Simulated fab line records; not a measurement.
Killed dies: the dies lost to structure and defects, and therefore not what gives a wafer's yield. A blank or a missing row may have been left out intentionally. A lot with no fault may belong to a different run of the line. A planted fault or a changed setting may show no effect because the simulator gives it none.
fab line records	flow nandHarc	part 2 of 2: steps 5 to 6 of 6
[record] lots = 21	wafers = 63	lastDay = 33
route steps=1302 shown A_STAIRCASE@707
lots untouched by any fault: they come from a run of this same line in which no faults occurred
startH: hours from the record's first day to the start of the lot's first wafer shown	waitH: how many hours have passed since the lot's step before this one	" same as the row above	L1.1+2: several wafers, shown together as one row	- value missing, or start not given	* or withheld: withheld	< > ~ a bound
route shown NAME@n: names a module that has steps shown in the file, with the first one's number in the route	usual: average and standard deviation across the fault-free wafers	same: alike in all rows	chamber/n: place in a boat	sites: the reading at each site	_std_site: standard deviation across them	_edge_site: the outer-site mean with the inner-site mean subtracted	radiusMm: for every site, how far away it sits from the centre of the wafer	mask NAME#n: copy n	behind: the tool/chamber that last shaped the wafer	hold: reason for holding the lot/hours on hold/outcome of the hold	device: whichever transistor did not switch (one of n, p or np)	end of line: tests of these same wafers at the route's end	for a step that has no rows: nothing shown but its recipe	killed: at the first sort, the dies lost to defects and structure; wafer yield is something else	map: a wafer's dies, x killed, . not, _ none there
set.NAME: the setting as run; set.NAME@STEP: as run at that earlier step	model.NAME: the simulator's own value behind a step, which no gauge read
steps of the route over a sample of lots; a table a step, a row a wafer
services: the hour from which a tool's chamber was out of use, counted from the record's first day as startH (under 0 if before that day), plus the number of hours and why
[[steps]]
[step NHARC_A_STAIRCASE_ETCH_234]
[recipe] targetDepthA = 1000	timeS = 40.5	ionEnergyEv = 400	c4f8FlowSccm = 20	o2FlowSccm = 10	arFlowSccm = withheld	rfW = 600	biasW = 1000	chemistry = C4F8/O2
[usual] biasW = 999.7/2.9	oesProductAu = 0.939/0.014	rfFwdPowerW = 592/3.1	rfVppV = 897/6.4
lot.wafer	tool	chamber	startH	waitH	biasW	oesProductAu	rfFwdPowerW	rfHoursCounterH	rfVppV
L075.2	rieDiel-06	3	-	-	998.7	0.945	594	16	899
L075.1	"	0	"	"	997.4	0.925	593	15	899
L075.5	"	0	"	"	998.3	0.926	595	-	900
L074.1	rieDiel-04	0	-	-	995.5	0.940	593	1	894
L074.4	"	1	"	"	1001.3	0.964	591	1	888
L074.6	"	1	"	"	997.1	0.961	592	-	888
L076.1	rieDiel-04	2	-	-	1003.4	0.928	592	10	905
L076.2	"	3	"	"	1000.2	0.933	589	9	886
L076.3	"	0	"	"	996.7	0.944	596	8	893
L078.2	rieDiel-06	2	-	-	1000.3	0.941	589	25	906
L078.6	"	2	"	"	1000.7	0.929	591	-	906
L078.5	"	3	"	"	1000.1	0.967	593	-	898
L077.1	rieDiel-01	2	-	-	1000.6	0.963	586	7	890
L077.2	"	3	"	"	996.6	0.952	594	6	890
L077.5	"	3	"	"	1001.8	0.943	593	-	888
L081.2	rieDiel-06	0	-	-	1001.4	0.935	592	30	899
L081.3	"	1	"	"	999.6	0.941	592	29	903
L081.6	"	2	"	"	1000.5	0.921	593	-	906
L079.1	rieDiel-01	2	-	-	1003.5	0.931	589	12	891
L079.6	"	0	"	"	995.5	0.961	596	-	893
L079.5	"	1	"	"	998.6	0.944	591	-	900
L080.4	rieDiel-06	1	-	-	1004.2	0.938	594	31	905
L080.3	"	2	"	"	998.8	0.928	590	32	905
L080.6	"	3	"	"	998.2	0.960	595	-	899
L082.2	rieDiel-04	3	-	-	999.8	0.912	586	22	888
L082.1	"	0	"	"	998.3	0.932	598	24	894
L082.6	"	2	"	"	1000.9	0.944	593	-	905
L085.4	rieDiel-01	0	-	-	998.2	0.940	597	27	893
L085.2	"	1	"	"	1000.9	0.923	591	29	899
L085.6	"	1	"	"	995.0	0.931	588	-	900
L088.3	rieDiel-06	0	-	-	1005.5	0.935	589	4	900
L088.1	"	1	"	"	998.1	0.922	594	4	904
L088.4	"	2	"	"	998.9	0.932	591	4	904
L089.4	rieDiel-01	1	-	-	998.5	0.921	589	45	897
L089.3	"	2	"	"	999.7	0.952	590	43	890
L089.1	"	3	"	"	995.6	0.957	591	37	890
L087.4	rieDiel-06	2	-	-	999.4	0.934	591	5	904
L087.1	"	0	"	"	1006.0	0.947	589	5	899
L087.3	"	1	"	"	995.9	0.950	595	5	903
L090.3	rieDiel-01	2	-	-	1000.9	0.938	591	45	889
L090.4	"	3	"	"	996.8	0.943	596	40	887
L090.1	"	0	"	"	997.0	0.923	594	42	895
L091.3	rieDiel-06	3	-	-	998.2	0.942	597	12	899
L091.6	"	1	"	"	1004.3	0.922	592	-	904
L091.5	"	2	"	"	995.5	0.921	593	-	904
L092.1	rieDiel-04	2	-	-	997.9	0.918	591	2	904
L092.2	"	1	"	"	1000.9	0.933	592	2	888
L092.5	"	2	"	"	997.7	0.922	592	-	906
L093.1	rieDiel-01	2	-	-	999.0	0.948	585	58	891
L093.4	"	1	"	"	999.2	0.907	589	61	900
L093.6	"	2	"	"	1000.3	0.938	587	-	890
L094.2	rieDiel-04	1	-	-	998.5	0.933	591	7	887
L094.1	"	3	"	"	1002.4	0.960	586	10	906
L094.5	"	2	"	"	1000.9	0.923	591	-	904
L096.2	rieDiel-04	2	-	-	996.1	0.924	592	13	904
L096.3	"	3	"	"	997.2	0.986	586	13	905
L096.4	"	0	"	"	999.4	0.959	595	12	891
L097.1	rieDiel-06	2	-	-	992.5	0.928	592	35	903
L097.3	"	3	"	"	1002.2	0.951	595	36	898
L097.6	"	0	"	"	1000.6	0.934	591	-	898
L095.4	rieDiel-06	2	-	-	998.7	0.925	592	35	904
L095.1	"	3	"	"	998.3	0.957	599	36	898
L095.5	"	2	"	"	998.9	0.934	594	-	903
[step NHARC_A_STAIRCASE_ETCH_271]
[recipe] cf4FlowSccm = 100	chf3FlowSccm = 30	arFlowSccm = 0	rfW = 500	biasW = 200	chemistry = CF4/CHF3
[usual] biasW = 199.9/0.64	drypumpMotorCurrentA = 5.8/0.48	oesProductAu = 0.949/0.023	rfFwdPowerW = 496.6/1.8	rfVppV = 370.7/2.8	showerheadPlenumPTorr = 1.58/0.082	throttleValvePct = 16.803/0.01
lot.wafer	tool	chamber	startH	waitH	biasW	drypumpMotorCurrentA	oesProductAu	rfFwdPowerW	rfHoursCounterH	rfVppV	showerheadPlenumPTorr	throttleValvePct
L075.1	rieDiel-06	0	380.50	0.1	199.3	5.8	0.949	496.1	16	371.9	1.62	16.795
L075.2	"	1	"	"	200.0	6.8	0.943	493.7	16	373.0	1.68	16.795
L075.5	"	3	"	"	199.5	6.0	0.978	499.4	-	370.6	1.62	16.808
L074.1	rieDiel-06	3	382.32	0.1	199.4	6.1	0.968	499.7	19	371.3	1.61	16.793
L074.4	"	1	"	"	200.5	6.8	0.952	496.3	17	374.9	1.68	16.831
L074.6	"	3	"	"	199.7	6.0	0.964	498.4	-	371.2	1.61	16.795
L076.2	rieDiel-04	3	406.67	0.1	198.9	6.2	0.965	493.8	13	367.0	1.46	16.807
L076.1	"	1	"	"	199.8	5.7	0.960	494.7	12	368.9	1.48	16.793
L076.3	"	2	"	"	199.7	5.9	0.956	497.9	13	373.6	1.70	16.810
L078.2	rieDiel-04	3	412.35	0.1	200.5	6.3	0.944	492.0	14	365.6	1.46	16.803
L078.6	"	0	"	"	199.5	5.7	0.950	498.3	-	369.8	1.54	16.808
L078.5	"	1	"	"	200.1	5.7	0.973	495.7	-	368.4	1.48	16.812
L077.2	rieDiel-01	2	415.05	0.1	200.0	5.7	0.918	492.9	8	367.9	1.51	16.804
L077.1	"	0	"	"	199.8	5.0	0.926	499.0	10	370.9	1.55	16.796
L077.5	"	3	"	"	199.5	5.2	0.930	497.7	-	367.8	1.49	16.804
L081.3	rieDiel-06	2	426.68	0.1	200.6	5.2	0.939	497.4	32	375.2	1.69	16.812
L081.2	"	3	"	"	199.8	6.0	0.962	498.4	32	372.1	1.61	16.806
L081.6	"	3	"	"	200.0	6.0	0.970	496.6	-	371.8	1.61	16.802
L079.1	rieDiel-04	1	430.23	0.1	199.7	5.7	0.922	498.3	20	368.6	1.48	16.793
L079.6	"	1	"	"	200.4	5.7	0.929	498.5	-	368.1	1.48	16.793
L079.5	"	2	"	"	199.7	5.9	0.912	497.1	-	373.3	1.69	16.793
L080.3	rieDiel-06	0	431.78	0.1	198.8	5.8	0.937	497.2	36	372.2	1.62	16.788
L080.4	"	3	"	"	199.7	6.0	0.949	498.5	34	370.1	1.61	16.802
L080.6	"	0	"	"	199.1	5.8	0.927	496.2	-	373.0	1.62	16.807
L082.1	rieDiel-01	3	448.27	0.1	200.5	5.2	0.929	493.6	16	366.7	1.49	16.804
L082.2	"	2	"	"	199.3	5.7	0.941	494.9	17	367.2	1.51	16.805
L082.6	"	3	"	"	200.6	5.2	0.926	495.6	-	366.9	1.49	16.807
L085.2	rieDiel-01	3	481.91	0.1	199.3	5.2	0.976	496.4	28	368.2	1.49	16.808
L085.4	"	0	"	"	199.1	5.1	0.969	495.1	30	370.0	1.55	16.808
L085.6	"	3	"	"	200.9	5.2	0.970	494.8	-	367.1	1.49	16.801
L088.3	rieDiel-06	1	513.19	0.1	199.7	6.7	0.974	497.5	6	373.0	1.67	16.805
L088.4	"	2	"	"	199.4	5.2	0.962	495.8	6	375.4	1.69	16.811
L088.1	"	3	"	"	199.1	6.0	0.975	499.4	6	371.8	1.60	16.787
L089.1	rieDiel-06	2	516.85	0.1	199.5	5.3	0.947	498.0	7	374.0	1.68	16.807
L089.3	"	3	"	"	198.8	6.0	0.977	497.6	8	372.3	1.60	16.801
L089.4	"	0	"	"	199.8	5.7	0.943	497.6	7	371.5	1.61	16.784
L087.4	rieDiel-04	0	517.83	0.1	199.8	5.7	0.919	496.3	49	367.3	1.53	16.784
L087.1	"	1	"	"	200.1	5.7	0.925	494.9	47	366.3	1.47	16.793
L087.3	"	2	"	"	199.4	5.9	0.904	497.2	49	374.6	1.69	16.809
L090.4	rieDiel-01	2	527.56	0.1	199.6	5.7	0.971	495.3	50	368.9	1.50	16.808
L090.3	"	3	"	"	200.3	5.2	0.969	498.3	43	367.6	1.48	16.797
L090.1	"	1	"	"	199.7	6.4	0.953	495.0	52	373.3	1.60	16.810
L091.3	rieDiel-04	1	531.75	0.1	200.8	5.7	0.982	496.8	50	367.3	1.47	16.811
L091.5	"	2	"	"	199.8	5.9	0.959	496.5	-	373.2	1.69	16.811
L091.6	"	3	"	"	199.7	6.2	0.944	494.8	-	367.6	1.45	16.820
L092.1	rieDiel-04	1	557.35	0.1	199.7	5.7	0.960	497.4	2	366.2	1.47	16.803
L092.2	"	2	"	"	199.5	6.0	0.964	497.0	2	373.8	1.69	16.805
L092.5	"	2	"	"	199.0	6.0	0.945	496.8	-	374.0	1.69	16.802
L093.4	rieDiel-06	0	557.68	0.1	200.0	5.8	0.962	494.7	22	372.2	1.61	16.784
L093.1	"	3	"	"	199.2	6.0	0.994	496.7	20	373.0	1.60	16.804
L093.6	"	0	"	"	199.3	5.8	0.974	495.6	-	371.3	1.61	16.820
L094.2	rieDiel-04	2	577.98	0.1	199.9	5.9	0.934	495.9	11	375.8	1.68	16.810
L094.1	"	0	"	"	200.6	5.7	0.983	499.0	10	369.0	1.53	16.797
L094.5	"	3	"	"	200.4	6.2	0.973	494.8	-	375.3	1.70	16.805
L096.2	rieDiel-01	3	589.84	0.1	199.8	5.2	0.965	499.6	11	368.8	1.48	16.803
L096.4	"	0	"	"	200.5	5.0	0.987	496.9	13	368.8	1.54	16.780
L096.3	"	1	"	"	199.7	6.4	0.936	496.8	12	371.5	1.60	16.805
L097.1	rieDiel-01	0	596.82	0.1	201.0	5.0	0.915	498.3	14	367.2	1.54	16.808
L097.3	"	2	"	"	199.0	5.7	0.912	496.8	6	366.5	1.50	16.802
L097.6	"	3	"	"	199.9	5.2	0.909	498.0	-	367.7	1.48	16.791
L095.4	rieDiel-06	1	597.85	0.1	199.8	6.7	0.961	497.5	35	373.9	1.66	16.814
L095.1	"	0	"	"	200.3	5.8	0.964	498.3	37	372.0	1.61	16.810
L095.5	"	2	"	"	201.1	5.3	0.964	493.1	-	373.9	1.68	16.820
[[services]]
tool	chamber	startH	hours	kind
rieDiel-04	-	356.61	9.0	pm
rieDiel-04	0	356.61	9.0	ventCycle
rieDiel-04	1	356.61	9.0	ventCycle
rieDiel-04	2	356.61	9.0	ventCycle
rieDiel-04	3	356.61	9.0	ventCycle
rieDiel-04	0	365.61	-	clean
rieDiel-04	1	365.61	-	clean
rieDiel-04	1	365.61	-	consumableReplace:focusRing
rieDiel-04	2	365.61	-	clean
rieDiel-04	2	365.61	-	consumableReplace:showerhead
rieDiel-04	3	365.61	-	clean
rieDiel-04	3	365.61	-	consumableReplace:focusRing
rieDiel-01	-	381.16	9.0	pm
rieDiel-04	0	390.38	-	clean
rieDiel-04	1	390.38	-	clean
rieDiel-04	2	390.38	-	clean
rieDiel-04	3	390.38	-	clean
rieDiel-04	0	414.93	-	clean
rieDiel-04	1	414.93	-	clean
rieDiel-04	3	427.19	12.8	repair
rieDiel-06	-	484.32	9.0	pm
rieDiel-04	2	498.99	9.0	repair
rieDiel-04	-	533.69	9.0	pm
rieDiel-01	-	558.16	9.0	pm
